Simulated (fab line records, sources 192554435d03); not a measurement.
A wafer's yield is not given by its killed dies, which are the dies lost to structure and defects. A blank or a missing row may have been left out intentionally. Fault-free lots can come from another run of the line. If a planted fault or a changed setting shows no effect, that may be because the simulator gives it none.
Which tool is to blame?	flow n5 finfet	24 lots with 72 wafers sampled at 4 steps, on a route of 1938 steps

== WHAT THE GAUGES READ, wafer by wafer ==
N5_BEOL_M1_OVL_MEAS_29. Usual: for V0_OVL the level is -0.2 nm and the standard deviation is 0.56.
lot	measured	on	V0_OVL (nm)	flag
L074	day 6 07:01	overlay-01	0.3 0.8 0.3	
L075	day 6 16:07	overlay-02	-0.2 0.5 0.1	
L076	day 6 19:14	overlay-02	-0.8 0.2 -0.8	
L077	day 6 22:08	overlay-01	-0.5 -0.8 -0.6	
L078	day 7 08:25	overlay-01	-1.1 -0.6 -1.3	
L079	day 7 10:17	overlay-02	-0.2 0.1 -0.9	
L080	day 7 18:41	overlay-02	0.1 0.0 -0.4	
L081	day 7 23:59	overlay-02	-0.2 1.2 0.2	
L082	day 8 10:47	overlay-02	1.3 -0.7 -0.2	
L083	day 8 12:18	overlay-01	-0.4 -0.5 -1.3	
L084	day 8 21:40	overlay-02	-0.4 0.1 1.1	
L085	day 9 03:07	overlay-02	-0.8 0.5 -1.1	
L086	day 9 05:13	overlay-01	0.4 0.7 0.0	
L087	day 9 09:05	overlay-01	-0.3 0.1 -1.1	
L088	day 9 18:59	overlay-01	-0.3 -0.6 0.1	
L089	day 10 00:19	overlay-02	-0.3 -0.4 -0.6	
L090	day 10 02:01	overlay-02	-0.6 -0.4 -0.2	
L091	day 10 11:13	overlay-02	0.1 -0.3 0.9	
L092	day 10 13:37	overlay-02	0.6 -0.5 -0.4	
L093	day 10 22:05	overlay-02	0.7 -0.1 0.2	
L094	day 11 02:59	overlay-02	-1.0 -1.2 -0.4	
L095	day 11 05:53	overlay-02	0.0 -0.9 0.2	
L096	day 11 16:09	overlay-01	0.4 -0.2 -0.1	
L097	day 11 17:59	overlay-01	-0.3 -0.2 -0.8	

== WHICH TOOL RAN EACH LOT (tool, then ch and the chambers of the sampled wafers, then the start) ==
lot	N5_BEOL_M0_SURFACE_TREAT_137	N5_BEOL_M0_SPUTTER_141	N5_BEOL_M0_CO_CAP_123
L074	pvd sputter-03, day 6 02:45	pvd sputter-02, day 6 03:20	cvd co-02 ch 0,1,2, day 6 04:25
L075	pvd sputter-03, day 6 12:09	pvd sputter-01, day 6 12:40	cvd co-02 ch 0,1,2, day 6 13:41
L076	pvd sputter-03, day 6 15:40	pvd sputter-03, day 6 16:13	cvd co-02 ch 0,2, day 6 17:10
L077	pvd sputter-01, day 6 17:52	pvd sputter-03, day 6 18:23	cvd co-01 ch 1,2, day 6 19:15
L078	pvd sputter-02, day 7 03:41	pvd sputter-02, day 7 04:13	cvd co-02 ch 0,1, day 7 05:05
L079	pvd sputter-03, day 7 05:34	pvd sputter-03, day 7 06:24	cvd co-02 ch 1,2, day 7 07:16
L080	pvd sputter-03, day 7 13:46	pvd sputter-02, day 7 14:22	cvd co-02 ch 1,2, day 7 15:55
L081	pvd sputter-01, day 7 19:06	pvd sputter-01, day 7 19:41	cvd co-01 ch 0,2, day 7 20:35
L082	pvd sputter-01, day 8 06:15	pvd sputter-03, day 8 06:47	cvd co-01 ch 0,1,2, day 8 07:38
L083	pvd sputter-02, day 8 07:41	pvd sputter-02, day 8 08:35	cvd co-02 ch 0,1,2, day 8 09:38
L084	pvd sputter-01, day 8 17:33	pvd sputter-01, day 8 18:09	cvd co-01 ch 0,1,2, day 8 19:01
L085	pvd sputter-03, day 8 21:47	pvd sputter-02, day 8 23:41	cvd co-01 ch 0,2, day 9 00:46
L086	pvd sputter-01, day 9 01:59	pvd sputter-01, day 9 02:31	cvd co-02 ch 0,1,2, day 9 03:23
L087	pvd sputter-02, day 9 04:55	pvd sputter-01, day 9 06:11	cvd co-01 ch 1,2, day 9 07:04
L088	pvd sputter-02, day 9 13:41	pvd sputter-01, day 9 14:17	cvd co-02 ch 1,2, day 9 15:09
L089	pvd sputter-02, day 9 20:31	pvd sputter-02, day 9 21:07	cvd co-02 ch 0,1,2, day 9 22:04
L090	pvd sputter-02, day 9 21:38	pvd sputter-02, day 9 22:10	cvd co-01 ch 0,2, day 9 23:01
L091	pvd sputter-02, day 10 04:50	pvd sputter-01, day 10 05:56	cvd co-01 ch 1,2, day 10 06:49
L092	pvd sputter-01, day 10 10:11	pvd sputter-03, day 10 10:43	cvd co-01 ch 0,2, day 10 11:47
L093	pvd sputter-01, day 10 17:36	pvd sputter-01, day 10 18:10	cvd co-02 ch 0,1,2, day 10 19:01
L094	pvd sputter-02, day 10 22:31	pvd sputter-01, day 10 23:04	cvd co-01 ch 0,1, day 10 23:55
L095	pvd sputter-02, day 11 01:44	pvd sputter-02, day 11 02:22	cvd co-02 ch 0,2, day 11 03:17
L096	pvd sputter-01, day 11 09:43	pvd sputter-02, day 11 11:03	cvd co-01 ch 0,1,2, day 11 11:55
L097	pvd sputter-03, day 11 12:02	pvd sputter-02, day 11 14:14	cvd co-01 ch 0,1, day 11 15:08
- N5_BEOL_M0_SURFACE_TREAT_137
- N5_BEOL_M0_SPUTTER_141: material Cu, target thk 4 nm, time 7.37 s.
- N5_BEOL_M0_CO_CAP_123: material Co, precursor CCTBA/H2, target thk 2 nm, time 102.1 s.

== AS READ BY THE TOOLS THEMSELVES (means over the sampled wafers that have a number; for cases with no such wafer, the mark the record gives instead) ==
N5_BEOL_M0_SPUTTER_141. Usual: chuck gas flow sccm 1.26 sccm, standard deviation 0.053; substrate temp c -19.99 C, standard deviation 0.094; throttle valve pct 29.5 %, standard deviation 1.1.
lot	tool	chuck gas flow sccm (sccm)	substrate temp c (C)	throttle valve pct (%)	flag
L074	pvd sputter-02	1.28	-19.99	29.6	
L075	pvd sputter-01	1.31	-20.04	28.4	
L076	pvd sputter-03	1.29	-19.91	30.9	
L077	pvd sputter-03	1.23	-20.00	30.4	
L078	pvd sputter-02	1.25	-19.95	29.4	
L079	pvd sputter-03	1.24	-20.02	30.7	
L080	pvd sputter-02	1.32	-20.06	29.7	
L081	pvd sputter-01	1.23	-19.94	29.3	
L082	pvd sputter-03	1.27	-19.94	30.0	
L083	pvd sputter-02	1.23	-19.98	29.5	
L084	pvd sputter-01	1.29	-19.89	28.2	
L085	pvd sputter-02	1.26	-20.05	29.5	
L086	pvd sputter-01	1.23	-20.05	28.6	
L087	pvd sputter-01	1.25	-20.00	29.5	
L088	pvd sputter-01	1.24	-20.03	29.0	
L089	pvd sputter-02	1.24	-19.99	29.7	
L090	pvd sputter-02	1.23	-20.04	29.7	
L091	pvd sputter-01	1.24	-19.99	30.1	
L092	pvd sputter-03	1.22	-19.96	30.6	
L093	pvd sputter-01	1.21	-19.97	30.0	
L094	pvd sputter-01	1.28	-20.02	28.6	
L095	pvd sputter-02	1.29	-19.96	29.7	
L096	pvd sputter-02	1.23	-19.99	29.6	
L097	pvd sputter-02	1.27	-19.95	29.8	

N5_BEOL_M0_CO_CAP_123. Usual: heater power w reads 236 W (standard deviation 22).
lot	tool	heater power w (W)	flag
L074	cvd co-02	223	
L075	cvd co-02	220	
L076	cvd co-02	232	
L077	cvd co-01	253	
L078	cvd co-02	227	
L079	cvd co-02	206	
L080	cvd co-02	206	
L081	cvd co-01	236	
L082	cvd co-01	249	
L083	cvd co-02	220	
L084	cvd co-01	247	
L085	cvd co-01	240	
L086	cvd co-02	224	
L087	cvd co-01	263	
L088	cvd co-02	205	
L089	cvd co-02	224	
L090	cvd co-01	236	
L091	cvd co-01	252	
L092	cvd co-01	238	
L093	cvd co-02	225	
L094	cvd co-01	248	
L095	cvd co-02	240	
L096	cvd co-01	251	
L097	cvd co-01	258	

== THE ANSWER, worked out from the rows above alone ==
Rule: a lot is off if the mean of its wafers that have a number lies more than 3 standard deviations from the usual mean. A lot without any number at a reading at which 4 lots or more have one is off too. Where the step has rows for the other lots, those lots are counted as sound. After the gauges, taken in route order, come the tools' own readings; for these a lot's mean is taken, as printed above. The first step at which some lot is off is used, and at that step the reading that is off furthest; a lot without a number counts as furthest.
Nothing can be told from this: no lot is off at any reading shown.

== WHAT WAS PUT IN BY THE SIMULATOR ==
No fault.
